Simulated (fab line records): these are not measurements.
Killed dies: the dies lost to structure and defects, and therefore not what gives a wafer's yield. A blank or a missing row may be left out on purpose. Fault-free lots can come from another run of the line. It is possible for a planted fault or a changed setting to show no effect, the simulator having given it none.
Comparing a struck lot with a sound one + flow n5_finfet + 34 out of 1938 route steps
Sound: these wafers, L297.1, L297.4, L297.5. Struck: wafer L305.6. (L305.2, L305.5 of the same lot were not struck and are left out.) The cause comes at the end.
Each step with rows lists, per side, the tool, then ch with its chambers, then its first start. Under that, the readings that differ: sound wafers + struck wafers + difference of the means + sigmas: that difference in standard deviations of wafers without a fault.
alike: readings whose means differ by less than 2 such deviations, and words and numbers that are the same on both sides. not compared: withheld readings, readings that some wafer has no value for, bounds like >300 that may hide the same value, and numbers for which the record gives no deviation and whose values overlap.
The two part at a step that has a row with sigmas, a row that says differs or no value, or rows on one side only. Numbers that have no deviation but don't overlap get no sigmas and don't part them. A reading that every wafer of one side lacks parts them only if that side has two wafers or more.

first, 9 steps without rows for these wafers: N5_BEOL_M8_DEVELOP_27 (develop time 30 s); N5_BEOL_M8_DESCUM_33 (chemistry O2, time 7 s); N5_BEOL_M8_ETCH_72 (etches underlayer in N2/H2, target depth 6.5 nm, time 5.2 s); N5_BEOL_M8_ETCH_65 (etches SiARC in CF4, target depth 15.6 nm, time 26 s); N5_BEOL_M8_ETCH_66 (etches SOC in N2/H2, target depth 80 nm, overetch 16 nm, time 120 s); N5_BEOL_M8_STRIP_69 (strips in N2/H2); N5_BEOL_M8_STRIP_73 (strips in N2/H2); N5_BEOL_M8_VIA_ETCH_34 (etches SiCOH lowk in C4F6/O2, target depth 125.5 nm, time 50.5 s); N5_BEOL_M8_STRIP_76 (strips in C4F6/O2).
N5_BEOL_M8_STRIP_36: strips in N2/H2.
  sound on rie_diel-02 ch 1,3, day 10 06:27; struck on rie_diel-02 ch 1, day 13 08:39
  alike: drypump_motor_current_A, oes_product_au, rf_vpp_V, showerhead_plenum_p_Torr, throttle_valve_pct
  not compared: rf_hours_counter_h
then, 23 steps without rows for these wafers: N5_BEOL_M8_TRENCH_ETCH_37 (etches SiCOH lowk in C4F6/O2, target depth 93.478 nm, time 31.2 s); N5_BEOL_M8_ETCH_41 (etches SiCN in CH3F/O2, target depth 31.9 nm, time 57.8 s); N5_BEOL_M8_STRIP_80 (strips in N2/H2, time 10 s); N5_BEOL_M8_HM_STRIP_39 (strips TiN in peroxide tin strip, target depth 25 nm, time 158 s); N5_BEOL_M8_SRD_40 (time 30 s); N5_BEOL_M8_PRECLEAN_42 (cleans in residue remover, time 60 s); N5_BEOL_M8_SRD_43 (time 30 s); N5_BEOL_M8_CURE_75 (cures SiCOH lowk, time 120 s); N5_BEOL_M8_DEGAS_44 (time 60 s); N5_BEOL_M8_PRE_CLEAN_45 (time 30 s); N5_BEOL_M8_ALD_77 (deposits TaN, target thk 2 nm, pulse time 2 s, purge time 3 s); N5_BEOL_M8_SURFACE_TREAT_79; N5_BEOL_M8_CVD_78 (deposits Co from CCTBA/H2, target thk 2 nm, time 142.3 s); N5_BEOL_M8_SPUTTER_48 (material Cu, target thk 10 nm, time 1.667 s); N5_BEOL_M8_ECD_50 (material Cu, target thk 300 nm); N5_BEOL_M8_ANNEAL_51 (time 90 s); N5_BEOL_M8_CMP_52 (polishes, stops on SiCOH lowk, t overpolish 6.9 s, target thk 80 nm); N5_BEOL_M8_PRE_CLEAN_55 (time 15 s); N5_BEOL_M8_DEP_56 (deposits SiCN from 3MS/NH3, target thk 10 nm, time 17.5 s); N5_BEOL_M9_ILD_DEP_00 (deposits SiCOH lowk from DEMS/porogen, target thk 308.51 nm, time 58 s); N5_BEOL_M9_CURE_71 (cures SiCOH lowk, time 240 s); N5_BEOL_M9_PECVD_70 (deposits SiO2 from TEOS/O2, target thk 20 nm, time 22.7 s); N5_BEOL_M9_HM_DEP_02 (deposits TiN, target thk 20 nm).
-- record jumps: 3 days separate the struck wafers' starts on either side; left off in module BEOL_M9, taken up again in module PASSIVATION, whose first shown step is the route's number 1936 --
N5_PASSIVATION_PROBE_49:
  only the struck wafers here have rows in the record (prober-02, day 16 02:59); the sound ones have none

== WHERE THEY PART ==
At N5_PASSIVATION_PROBE_49 and nowhere else, as far as this record goes.

WHY: the cause the simulator had injected
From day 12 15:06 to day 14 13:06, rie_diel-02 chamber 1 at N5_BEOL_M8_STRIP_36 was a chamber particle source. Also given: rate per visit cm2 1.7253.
